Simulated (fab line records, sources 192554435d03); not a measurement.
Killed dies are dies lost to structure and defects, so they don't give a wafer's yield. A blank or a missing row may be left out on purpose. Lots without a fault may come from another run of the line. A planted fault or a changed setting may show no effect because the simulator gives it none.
fab line records | flow n5_finfet
record lots=24 wafers=72 last_day=19
route steps=1938 shown BEOL_M9@1455 BEOL_M10@1470
lots that met no fault: from a run of the same line without faults
start_h: hours from the record's first day to the start of the lot's first wafer shown | wait_h: hours since the lot's step before | " the same as in the row above | L1.1+2: a row that stands for several wafers | - no value, or no start given | * or withheld: withheld | < > ~ a bound
route shown NAME@n: a module of which the file shows steps, and the number in the route of the first | usual: mean/standard deviation of fault-free wafers | same: alike in all rows | chamber/n: place in a boat | sites: the reading at each site | _std_site: their standard deviation | _edge_site: outer sites' mean less inner sites' | radius_mm: how far each site lies from the wafer's centre | mask NAME#n: copy n | behind: the tool/chamber that last shaped the wafer | hold: why the lot was held/for how many hours/how that ended | device: the transistor (n, p or np) that didn't switch | end of line: the same wafers' tests at the end of the route | a step without rows: its recipe alone | killed: dies lost to structure and defects at the first sort, not the wafer's yield | map: a wafer's dies, x killed, . not, _ none there
set.NAME: the setting as run; set.NAME@STEP: as run at that earlier step | model.NAME: the simulator's own value behind a step, which no gauge read
steps of the route over a sample of lots; a table a step, a row a wafer
services: from which hour (start_h, from the record's first day; less than 0 if before it) a tool's chamber was out of use, for how many hours, and why
## steps
# step N5_BEOL_M9_CURE_72
# recipe temp_c=370 time_s=120 ambient=DMADMS/He material=SiCOH_lowk
# usual lamp_power_pct=52.31/0.056 wafer_temp_C_max=372.1/0.53
# columns lot.wafer tool chamber start_h wait_h lamp_power_pct wafer_temp_C_max
L074.2 uv_cure-02 2 224.31 0.1 52.36 371.8
L074.3 " 2 " " 52.33 372.4
L074.5 " 2 " " 52.27 372.3
L075.3 uv_cure-03 2 225.00 0.4 52.25 373.4
L075.4 " 2 " " 52.29 372.3
L075.6 " 2 " " 52.31 372.6
L077.1 uv_cure-03 0 275.54 0.0 52.37 372.0
L077.2 " 0 " " 52.26 371.8
L077.5 " 0 " " 52.19 372.0
L078.2 uv_cure-02 2 275.59 0.1 52.29 373.0
L078.3 " 2 " " 52.38 372.2
L078.6 " 2 " " 52.33 371.5
L076.1 uv_cure-03 1 285.22 0.0 52.27 371.7
L076.5 " 1 " " 52.21 372.7
L076.6 " 1 " " 52.26 372.0
L083.1 uv_cure-02 1 287.47 0.0 52.32 373.8
L083.2 " 1 " " 52.36 371.9
L083.5 " 1 " " 52.38 373.5
L080.1 uv_cure-01 1 297.84 0.0 52.26 372.2
L080.3 " 1 " " 52.24 371.5
L080.4 " 1 " " 52.34 371.7
L081.1 uv_cure-01 0 298.28 0.0 52.29 371.1
L081.2 " 0 " " 52.32 371.0
L081.4 " 0 " " 52.36 371.2
L079.1 uv_cure-02 1 306.66 0.0 52.31 372.6
L079.2 " 1 " " 52.30 372.3
L079.3 " 1 " " 52.39 372.6
L082.1 uv_cure-03 0 306.82 0.0 52.28 372.2
L082.2 " 0 " " 52.30 371.7
L082.5 " 0 " " 52.39 372.3
L084.2 uv_cure-03 0 317.10 0.1 52.30 371.6
L084.4 " 0 " " 52.37 371.9
L084.6 " 0 " " 52.38 372.1
L086.1 uv_cure-03 0 323.01 0.0 52.28 371.9
L086.2 " 0 " " 52.40 371.9
L086.4 " 0 " " 52.23 371.8
L085.3 uv_cure-02 1 325.44 0.1 52.32 372.1
L085.5 " 1 " " 52.38 372.7
L085.6 " 1 " " 52.28 372.1
L088.1 uv_cure-02 1 330.98 0.0 52.44 372.1
L088.2 " 1 " " 52.32 372.8
L088.4 " 1 " " 52.37 372.4
L087.4 uv_cure-03 2 331.30 0.2 52.34 371.6
L087.5 " 2 " " 52.30 372.4
L087.6 " 2 " " 52.41 372.3
L091.1 uv_cure-01 2 343.92 0.0 52.29 371.8
L091.3 " 2 " " 52.29 372.3
L091.6 " 2 " " 52.35 371.6
L089.1 uv_cure-03 0 354.13 0.4 52.34 371.5
L089.3 " 0 " " 52.35 371.6
L089.5 " 0 " " 52.40 371.7
L093.1 uv_cure-02 1 361.37 0.0 52.27 372.4
L093.3 " 1 " " 52.22 372.3
L093.5 " 1 " " 52.35 372.3
L090.1 uv_cure-01 2 365.66 0.0 52.26 371.7
L090.2 " 2 " " 52.39 371.9
L090.4 " 2 " " 52.28 371.9
L094.1 uv_cure-01 2 371.65 0.0 52.20 371.5
L094.2 " 2 " " 52.30 372.4
L094.5 " 2 " " 52.42 371.8
L092.3 uv_cure-01 2 374.18 0.1 52.29 371.9
L092.4 " 2 " " 52.30 372.2
L092.5 " 2 " " 52.26 372.3
L095.1 uv_cure-02 1 378.26 0.0 52.24 372.6
L095.5 " 1 " " 52.26 372.2
L095.6 " 1 " " 52.30 372.2
L096.3 uv_cure-03 1 390.09 0.1 52.29 372.8
L096.5 " 1 " " 52.35 371.9
L096.6 " 1 " " 52.27 372.5
L097.1 uv_cure-01 0 396.52 0.0 52.18 371.4
L097.3 " 0 " " 52.23 371.2
L097.5 " 0 " " 52.32 371.2
# step N5_BEOL_M9_ANNEAL_51
# recipe temp_c=225 time_s=90 ambient=N2
# usual wafer_temp_C_max=226.3/0.35
# columns lot.wafer tool chamber start_h wait_h wafer_temp_C_max
L074.2 rtp_anneal-01 0 227.38 0.1 226.7
L074.3 " 0 " " 226.2
L074.5 " 0 " " 226.2
L075.3 rtp_anneal-02 0 228.14 0.2 226.4
L075.4 " 0 " " 226.6
L075.6 " 0 " " 226.4
L078.2 rtp_anneal-02 0 277.69 0.8 226.5
L078.3 " 0 " " 226.4
L078.6 " 0 " " 227.1
L077.1 rtp_anneal-01 0 277.70 0.7 225.9
L077.2 " 0 " " 226.0
L077.5 " 0 " " 226.1
L076.1 rtp_anneal-01 0 287.96 0.1 226.3
L076.5 " 0 " " 226.0
L076.6 " 0 " " 225.7
L083.1 rtp_anneal-01 0 289.39 0.1 225.6
L083.2 " 0 " " 225.7
L083.5 " 0 " " 226.1
L080.1 rtp_anneal-02 0 299.03 0.1 226.2
L080.3 " 0 " " 226.2
L080.4 " 0 " " 226.6
L081.1 rtp_anneal-01 0 299.59 0.1 226.1
L081.2 " 0 " " 226.5
L081.4 " 0 " " 226.5
L079.1 rtp_anneal-01 0 308.03 0.1 226.2
L079.2 " 0 " " 226.2
L079.3 " 0 " " 226.4
L082.1 rtp_anneal-01 0 308.30 0.1 226.2
L082.2 " 0 " " 226.0
L082.5 " 0 " " 226.1
L084.2 rtp_anneal-02 0 319.89 1.2 226.3
L084.4 " 0 " " 226.3
L084.6 " 0 " " 226.1
L086.1 rtp_anneal-01 0 325.79 0.2 226.1
L086.2 " 0 " " 226.2
L086.4 " 0 " " 226.4
L085.3 rtp_anneal-02 0 327.09 0.5 226.4
L085.5 " 0 " " 226.6
L085.6 " 0 " " 225.9
L088.1 rtp_anneal-01 0 332.47 0.1 225.8
L088.2 " 0 " " 226.1
L088.4 " 0 " " 226.0
L087.4 rtp_anneal-02 0 335.70 0.2 227.0
L087.5 " 0 " " 227.1
L087.6 " 0 " " 226.6
L091.1 rtp_anneal-01 0 345.26 0.2 226.4
L091.3 " 0 " " 226.0
L091.6 " 0 " " 226.2
L089.1 rtp_anneal-02 0 357.37 0.1 226.4
L089.3 " 0 " " 226.6
L089.5 " 0 " " 226.1
L093.1 rtp_anneal-02 0 363.83 0.9 226.2
L093.3 " 0 " " 226.5
L093.5 " 0 " " 226.2
L090.1 rtp_anneal-01 0 366.93 0.1 226.0
L090.2 " 0 " " 226.0
L090.4 " 0 " " 226.1
L094.1 rtp_anneal-01 0 374.01 0.1 226.0
L094.2 " 0 " " 225.8
L094.5 " 0 " " 226.2
L092.3 rtp_anneal-02 0 376.30 0.3 226.0
L092.4 " 0 " " 226.8
L092.5 " 0 " " 226.5
L095.1 rtp_anneal-01 0 379.61 0.1 226.1
L095.5 " 0 " " 226.1
L095.6 " 0 " " 226.5
L096.3 rtp_anneal-01 0 392.33 0.3 226.1
L096.5 " 0 " " 226.4
L096.6 " 0 " " 226.7
L097.1 rtp_anneal-01 0 398.10 0.1 225.9
L097.3 " 0 " " 226.1
L097.5 " 0 " " 225.6
# step N5_BEOL_M9_DEP_56
# recipe material=SiCN target_thk_a=150 temp_c=withheld precursor=3MS/NH3 pressure_torr=3 rf_w=202 time_s=26.5
# usual showerhead_plenum_p_Torr=3.668/0.014 throttle_valve_pct=9.1/0.43
# columns lot.wafer tool chamber start_h wait_h showerhead_plenum_p_Torr throttle_valve_pct
L074.2 pecvd-03 0 228.10 0.0 3.692 9.2
L074.3 " 2 " " 3.671 9.0
L074.5 " 2 " " 3.669 8.7
L075.3 pecvd-03 2 228.82 0.0 3.664 8.8
L075.4 " 0 " " 3.677 8.9
L075.6 " 2 " " 3.667 8.9
L078.2 pecvd-04 0 278.30 0.0 3.643 8.9
L078.3 " 1 " " 3.673 10.1
L078.6 " 0 " " 3.647 8.8
L077.1 pecvd-03 1 278.37 0.0 3.671 9.1
L077.2 " 2 " " 3.675 9.2
L077.5 " 1 " " 3.672 9.2
L076.1 pecvd-02 2 288.61 0.0 3.672 9.0
L076.5 " 1 " " 3.669 9.6
L076.6 " 0 " " 3.681 8.8
L083.1 pecvd-02 0 290.05 0.0 3.688 9.0
L083.2 " 2 " " 3.672 8.4
L083.5 " 0 " " 3.679 9.2
L080.1 pecvd-02 0 299.68 0.0 3.677 9.2
L080.3 " 1 " " 3.673 9.9
L080.4 " 2 " " 3.662 8.9
L081.1 pecvd-03 1 300.24 0.0 3.672 9.3
L081.2 " 0 " " 3.681 8.9
L081.4 " 0 " " 3.685 9.2
L079.1 pecvd-04 0 308.69 0.0 3.642 8.9
L079.2 " 1 " " 3.686 9.8
L079.3 " 2 " " 3.654 8.2
L082.1 pecvd-02 2 308.97 0.0 3.670 9.0
L082.2 " 1 " " 3.673 9.6
L082.5 " 1 " " 3.671 9.4
L084.2 pecvd-04 0 320.50 0.0 3.646 8.9
L084.4 " 1 " " 3.673 9.8
L084.6 " 0 " " 3.640 8.7
L086.1 pecvd-04 2 326.44 0.0 3.655 8.5
L086.2 " 0 " " 3.645 9.0
L086.4 " 2 " " 3.649 8.5
L085.3 pecvd-04 2 327.66 0.0 3.646 8.6
L085.5 " 0 " " 3.645 8.9
L085.6 " 1 " " 3.682 10.1
L088.1 pecvd-02 1 333.12 0.0 3.672 9.8
L088.2 " 2 " " 3.664 8.9
L088.4 " 2 " " 3.656 8.9
L087.4 pecvd-03 1 336.24 0.0 3.664 9.1
L087.5 " 0 " " 3.696 9.1
L087.6 " 2 " " 3.667 9.2
L091.1 pecvd-03 2 345.91 0.0 3.666 8.9
L091.3 " 1 " " 3.678 9.2
L091.6 " 0 " " 3.687 9.2
L089.1 pecvd-02 0 358.02 0.0 3.672 8.9
L089.3 " 1 " " 3.673 9.8
L089.5 " 1 " " 3.671 9.7
L093.1 pecvd-03 2 364.48 0.0 3.666 9.4
L093.3 " 0 " " 3.679 9.0
L093.5 " 0 " " 3.698 9.5
L090.1 pecvd-03 1 367.58 0.0 3.677 9.1
L090.2 " 2 " " 3.664 9.0
L090.4 " 2 " " 3.656 8.8
L094.1 pecvd-04 1 374.78 0.0 3.683 9.6
L094.2 " 2 " " 3.652 8.3
L094.5 " 2 " " 3.649 8.4
L092.3 pecvd-04 1 376.87 0.0 3.678 10.2
L092.4 " 0 " " 3.651 9.1
L092.5 " 1 " " 3.682 9.9
L095.1 pecvd-03 1 380.26 0.0 3.671 9.2
L095.5 " 2 " " 3.659 9.1
L095.6 " 1 " " 3.661 9.2
L096.3 pecvd-03 1 392.94 0.0 3.666 9.2
L096.5 " 2 " " 3.666 9.2
L096.6 " 1 " " 3.670 9.0
L097.1 pecvd-04 2 398.77 0.0 3.651 8.6
L097.3 " 0 " " 3.638 8.9
L097.5 " 2 " " 3.645 8.9
# step N5_BEOL_M10_ILD_DEP_00
# recipe material=SiCOH_lowk target_thk_a=3085.1 temp_c=300 precursor=DEMS/porogen pressure_torr=5 rf_w=500 time_s=58
# usual heater_power_w=349/67 showerhead_plenum_p_Torr=5.740/0.017 throttle_valve_pct=14.1/0.79
# columns lot.wafer tool chamber start_h wait_h heater_power_w showerhead_plenum_p_Torr throttle_valve_pct
L074.2 pecvd-01 2 228.24 0.0 390 5.728 13.5
L074.3 " 1 " " 402 5.734 15.0
L074.5 " 2 " " 412 5.751 13.5
L075.3 pecvd-03 0 228.96 0.0 258 5.762 13.8
L075.4 " 0 " " 272 5.768 13.9
L075.6 " 1 " " 247 5.750 14.0
L078.2 pecvd-03 0 278.43 0.0 261 5.780 13.8
L078.3 " 1 " " 248 5.749 13.8
L078.6 " 0 " " 277 5.762 13.9
L077.1 pecvd-04 1 278.50 0.0 326 5.759 15.1
L077.2 " 0 " " 378 5.722 13.6
L077.5 " 2 " " 359 5.723 12.9
L076.1 pecvd-01 1 288.75 0.0 479 5.748 15.1
L076.5 " 0 " " 339 5.747 14.9
L076.6 " 1 " " 486 5.739 15.2
L083.1 pecvd-04 1 290.18 0.0 318 5.758 15.2
L083.2 " 0 " " 412 5.707 13.6
L083.5 " 1 " " 316 5.749 15.1
L080.1 pecvd-01 0 299.82 0.0 331 5.759 14.9
L080.3 " 1 " " 466 5.719 15.1
L080.4 " 0 " " 339 5.757 14.8
L081.1 pecvd-03 1 300.38 0.0 232 5.757 13.9
L081.2 " 2 " " 299 5.738 13.7
L081.4 " 2 " " 307 5.751 13.7
L079.1 pecvd-01 1 308.82 0.0 453 5.726 15.0
L079.2 " 2 " " 442 5.723 13.6
L079.3 " 0 " " 329 5.750 14.5
L082.1 pecvd-03 1 309.13 0.0 231 5.741 13.8
L082.2 " 0 " " 236 5.748 13.9
L082.5 " 2 " " 318 5.746 13.7
L084.2 pecvd-01 2 320.63 0.0 369 5.739 13.5
L084.4 " 2 " " 381 5.747 13.5
L084.6 " 1 " " 435 5.723 15.0
L086.1 pecvd-03 2 326.58 0.0 341 5.754 13.7
L086.2 " 0 " " 257 5.762 14.0
L086.4 " 1 " " 255 5.754 14.0
L085.3 pecvd-04 2 328.06 0.0 379 5.722 13.0
L085.5 " 2 " " 392 5.720 13.0
L085.6 " 1 " " 293 5.756 15.2
L088.1 pecvd-01 1 333.25 0.0 443 5.739 15.2
L088.2 " 0 " " 305 5.744 15.0
L088.4 " 0 " " 307 5.746 14.7
L087.4 pecvd-04 2 336.39 0.1 416 5.708 12.7
L087.5 " 1 " " 321 5.765 15.2
L087.6 " 0 " " 354 5.713 13.5
L091.1 pecvd-04 2 346.05 0.0 386 5.732 12.6
L091.3 " 1 " " 267 5.737 15.2
L091.6 " 0 " " 393 5.715 13.5
L089.1 pecvd-04 0 358.16 0.0 387 5.709 13.5
L089.3 " 2 " " 418 5.720 12.9
L089.5 " 0 " " 382 5.715 13.6
L093.1 pecvd-01 2 364.62 0.0 444 5.750 13.6
L093.3 " 0 " " 310 5.751 14.7
L093.5 " 2 " " 364 5.735 13.8
L090.1 pecvd-01 2 367.72 0.0 366 5.748 13.7
L090.2 " 0 " " 338 5.744 14.6
L090.4 " 0 " " 329 5.752 14.7
L094.1 pecvd-03 1 374.92 0.0 266 5.742 13.9
L094.2 " 0 " " 271 5.760 13.9
L094.5 " 0 " " 283 5.761 13.9
L092.3 pecvd-01 1 377.00 0.0 436 5.742 15.4
L092.4 " 0 " " 285 5.755 14.7
L092.5 " 2 " " 395 5.737 13.5
L095.1 pecvd-03 1 380.40 0.0 257 5.739 14.0
L095.5 " 1 " " 268 5.746 13.7
L095.6 " 2 " " 342 5.752 13.9
L096.3 pecvd-04 0 393.10 0.1 400 5.720 13.6
L096.5 " 0 " " 396 5.709 13.5
L096.6 " 2 " " 394 5.728 12.7
L097.1 pecvd-04 0 398.93 0.0 392 5.718 13.3
L097.3 " 0 " " 402 5.708 13.7
L097.5 " 2 " " 365 5.715 12.9
# step N5_BEOL_M10_DESCUM_33
# recipe chemistry=O2 time_s=7.9 source_power_w=50 bias_power_w=20 pressure_mtorr=20 rf_frequency_hz=2.712e+07 temp_c=40 resist=CAR-ArF o2_flow_sccm=225
# usual drypump_motor_current_A=5.7/0.43 oes_product_au=0.82/0.088 rf_vpp_V=243.3/1.3 showerhead_plenum_p_Torr=2.12/0.068 throttle_valve_pct=20.50/0.23
# columns lot.wafer tool chamber start_h wait_h drypump_motor_current_A oes_product_au rf_hours_counter_h rf_vpp_V showerhead_plenum_p_Torr throttle_valve_pct
L075.3 rie_diel-04 0 234.42 0.0 5.8 0.69 230 245.1 2.16 20.43
L075.4 " 3 " " 6.0 0.89 36 242.7 2.13 20.45
L075.6 " 1 " " 5.7 0.75 - 242.8 2.05 20.40
L074.2 rie_diel-02 3 234.84 0.3 5.7 0.89 29 243.1 2.07 20.37
L074.3 " 0 " " 6.3 0.78 101 243.1 2.13 20.86
L074.5 " 2 " " 5.2 0.75 - 243.4 2.21 20.47
L078.2 rie_diel-03 2 284.29 0.0 5.2 0.71 220 241.5 1.99 20.83
L078.3 " 3 " " 4.8 0.87 46 245.5 2.20 20.07
L078.6 " 0 " " 5.0 0.79 - 242.1 2.11 20.36
L077.1 rie_diel-02 0 286.97 0.0 6.4 0.77 118 243.5 2.12 20.87
L077.2 " 3 " " 5.7 0.86 46 241.7 2.07 20.40
L077.5 " 3 " " 5.7 0.85 - 243.2 2.07 20.38
L076.1 rie_diel-03 0 297.30 0.0 5.0 0.79 82 242.8 2.10 20.39
L076.5 " 1 " " 5.8 0.96 - 241.6 2.05 20.00
L076.6 " 2 " " 5.2 0.70 - 242.1 1.99 20.82
L083.1 rie_diel-02 3 297.62 0.3 5.7 0.86 49 242.8 2.07 20.40
L083.2 " 2 " " 5.3 0.73 163 244.1 2.20 20.49
L083.5 " 2 " " 5.3 0.73 - 245.4 2.20 20.49
L080.1 rie_diel-04 1 302.91 0.1 5.7 0.73 219 242.2 2.04 20.42
L080.3 " 3 " " 6.0 0.87 58 243.2 2.13 20.51
L080.4 " 1 " " 5.7 0.73 - 243.6 2.04 20.43
L081.1 rie_diel-02 0 302.99 0.0 6.3 0.76 124 242.1 2.12 20.88
L081.2 " 3 " " 5.7 0.86 52 242.3 2.06 20.39
L081.4 " 1 " " 5.4 0.94 27 242.9 2.06 20.54
L079.1 rie_diel-02 0 313.18 0.4 6.3 0.77 128 244.0 2.12 20.88
L079.2 " 2 " " 5.2 0.73 169 243.8 2.20 20.49
L079.3 " 1 " " 5.5 0.93 30 240.9 2.06 20.55
L082.1 rie_diel-02 3 313.64 0.4 5.7 0.84 55 242.0 2.06 20.41
L082.2 " 2 " " 5.2 0.72 169 244.0 2.20 20.52
L082.5 " 1 " " 5.5 0.93 - 242.5 2.06 20.53
L084.2 rie_diel-04 3 324.81 0.2 6.0 0.85 67 244.5 2.12 20.52
L084.4 " 1 " " 5.7 0.73 229 242.5 2.04 20.45
L084.6 " 1 " " 5.7 0.72 - 242.8 2.04 20.45
L086.1 rie_diel-04 0 330.38 0.0 5.8 1.00 2 245.0 2.15 20.07
L086.2 " 2 " " 6.2 0.88 53 245.3 2.22 20.33
L086.4 " 1 " " 5.7 0.72 231 243.7 2.04 20.47
L085.3 rie_diel-02 1 335.59 0.1 5.5 0.91 38 242.5 2.05 20.55
L085.5 " 0 " " 6.3 0.76 - 244.4 2.11 20.89
L085.6 " 1 " " 5.5 0.92 - 242.0 2.05 20.55
L088.1 rie_diel-02 0 338.88 0.0 6.3 0.76 137 244.5 2.11 20.89
L088.2 " 1 " " 5.4 0.91 40 242.6 2.05 20.55
L088.4 " 2 " " 5.2 0.72 - 245.1 2.20 20.51
L087.4 rie_diel-02 2 344.75 1.8 5.2 0.72 - 242.2 2.20 20.54
L087.5 " 0 " " 6.4 0.75 - 243.5 2.11 20.90
L087.6 " 1 " " 5.5 0.91 - 242.4 2.05 20.55
L091.1 rie_diel-03 2 350.87 0.1 5.2 0.68 241 240.9 1.98 20.84
L091.3 " 1 " " 5.9 0.92 21 241.5 2.04 20.01
L091.6 " 2 " " 5.2 0.69 - 241.0 1.98 20.86
L089.1 rie_diel-02 0 365.14 0.0 6.3 0.74 152 241.5 2.11 20.91
L089.3 " 2 " " 5.2 0.72 193 244.9 2.19 20.54
L089.5 " 0 " " 6.3 0.74 - 244.0 2.11 20.91
L093.1 rie_diel-04 2 368.84 0.0 6.2 0.85 67 243.9 2.22 20.35
L093.3 " 0 " " 5.8 0.95 17 244.4 2.15 20.09
L093.5 " 0 " " 5.8 0.94 - 243.2 2.15 20.11
L090.1 rie_diel-04 1 373.64 0.1 5.7 0.71 248 242.5 2.03 20.48
L090.2 " 0 " " 5.8 0.94 18 242.5 2.15 20.08
L090.4 " 3 " " 6.0 0.82 85 243.9 2.12 20.55
L094.1 rie_diel-02 1 378.14 0.3 5.5 0.89 59 241.1 2.05 20.58
L094.2 " 3 " " 5.7 0.84 68 242.1 2.06 20.41
L094.5 " 2 " " 5.2 0.71 - 243.1 2.19 20.53
L092.3 rie_diel-02 2 380.26 0.0 5.2 0.70 199 243.8 2.19 20.56
L092.4 " 1 " " 5.5 0.89 59 241.8 2.05 20.58
L092.5 " 1 " " 5.5 0.88 - 242.6 2.05 20.60
L095.1 rie_diel-02 2 385.00 0.0 5.2 0.71 200 244.0 2.19 20.56
L095.5 " 3 " " 5.7 0.83 - 242.3 2.06 20.41
L095.6 " 2 " " 5.2 0.70 - 242.5 2.19 20.55
L096.3 rie_diel-02 1 401.81 0.6 5.5 0.86 68 240.3 2.04 20.58
L096.5 " 3 " " 5.7 0.82 - 242.1 2.06 20.44
L096.6 " 2 " " 5.2 0.70 - 244.5 2.19 20.56
L097.1 rie_diel-03 0 404.15 0.2 5.0 0.75 121 244.4 2.09 20.43
L097.3 " 3 " " 4.8 0.81 88 245.8 2.18 20.15
L097.5 " 1 " " 5.8 0.88 - 243.2 2.03 20.05
# step N5_BEOL_M10_CD_MEAS_35
# recipe target_cd_nm=70 polarity=opening
# usual cd_nm=70.5/0.75
# columns lot.wafer tool chamber start_h wait_h cd_nm
L075.3 cd_sem-01 - 235.07 0.0 70.1
L075.4 " - " " 70.1
L075.6 " - " " 70.4
L074.2 cd_sem-03 - 235.49 0.0 71.8
L074.3 " - " " 71.6
L074.5 " - " " 70.0
L078.2 cd_sem-03 - 284.94 0.0 70.5
L078.3 " - " " 69.3
L078.6 " - " " 69.9
L077.1 cd_sem-03 - 287.62 0.0 70.1
L077.2 " - " " 70.3
L077.5 " - " " 71.3
L076.1 cd_sem-03 - 297.94 0.0 71.5
L076.5 " - " " 71.8
L076.6 " - " " 70.2
L083.1 cd_sem-01 - 298.42 0.0 70.3
L083.2 " - " " 68.5
L083.5 " - " " 70.4
L080.1 cd_sem-01 - 303.56 0.0 69.1
L080.3 " - " " 71.1
L080.4 " - " " 69.9
L081.1 cd_sem-02 - 303.63 0.0 71.0
L081.2 " - " " 70.6
L081.4 " - " " 70.2
L079.1 cd_sem-02 - 313.83 0.0 70.3
L079.2 " - " " 69.9
L079.3 " - " " 72.0
L082.1 cd_sem-02 - 314.29 0.0 71.8
L082.2 " - " " 69.1
L082.5 " - " " 70.0
L084.2 cd_sem-03 - 325.47 0.0 70.3
L084.4 " - " " 70.2
L084.6 " - " " 69.6
L086.1 cd_sem-02 - 331.02 0.0 70.1
L086.2 " - " " 69.9
L086.4 " - " " 69.7
L085.3 cd_sem-02 - 336.24 0.0 70.3
L085.5 " - " " 71.0
L085.6 " - " " 71.0
L088.1 cd_sem-02 - 339.53 0.0 69.4
L088.2 " - " " 69.7
L088.4 " - " " 69.5
L087.4 cd_sem-01 - 345.39 0.0 70.5
L087.5 " - " " 70.0
L087.6 " - " " 70.1
L091.1 cd_sem-03 - 351.64 0.0 70.0
L091.3 " - " " 70.3
L091.6 " - " " 69.8
L089.1 cd_sem-01 - 365.79 0.0 69.0
L089.3 " - " " 71.1
L089.5 " - " " 69.9
L093.1 cd_sem-03 - 369.50 0.0 71.2
L093.3 " - " " 70.0
L093.5 " - " " 70.7
L090.1 cd_sem-02 - 374.30 0.0 71.6
L090.2 " - " " 71.3
L090.4 " - " " 70.0
L094.1 cd_sem-03 - 378.78 0.0 71.0
L094.2 " - " " 70.5
L094.5 " - " " 70.9
L092.3 cd_sem-01 - 380.92 0.0 71.4
L092.4 " - " " 71.6
L092.5 " - " " 71.3
L095.1 cd_sem-02 - 385.65 0.0 69.5
L095.5 " - " " 71.0
L095.6 " - " " 71.2
L096.3 cd_sem-03 - 402.45 0.0 70.5
L096.5 " - " " 71.8
L096.6 " - " " 71.4
L097.1 cd_sem-02 - 404.80 0.0 69.1
L097.3 " - " " 70.8
L097.5 " - " " 69.2
## services
# columns tool chamber start_h hours kind
rie_diel-03 0 201.11 2.7 repair
uv_cure-01 - 217.17 13.8 repair
uv_cure-03 - 242.79 2.1 pm
pecvd-02 - 243.26 0.3 repair
rie_diel-04 2 244.17 16.4 repair
pecvd-03 - 246.62 0.8 repair
pecvd-04 2 262.03 15.0 repair
pecvd-04 - 269.34 2.8 pm
pecvd-04 2 281.82 5.5 scheduled_down
rie_diel-02 1 286.15 11.8 repair
pecvd-03 1 314.33 5.5 scheduled_down
uv_cure-03 - 331.72 6.1 repair
rie_diel-02 3 333.88 28.2 repair
uv_cure-02 - 352.21 2.4 repair
uv_cure-01 - 352.35 2.4 repair
pecvd-01 1 355.77 5.0 repair
rie_diel-03 1 359.08 5.1 repair
uv_cure-03 - 359.77 7.5 pm
pecvd-04 - 363.16 6.0 pm
uv_cure-01 - 375.97 0.5 repair
pecvd-04 1 383.62 - clean
pecvd-03 0 391.69 5.5 scheduled_down
rie_diel-04 2 395.37 6.0 repair
rie_diel-02 - 402.40 1.1 repair
## key
fault none
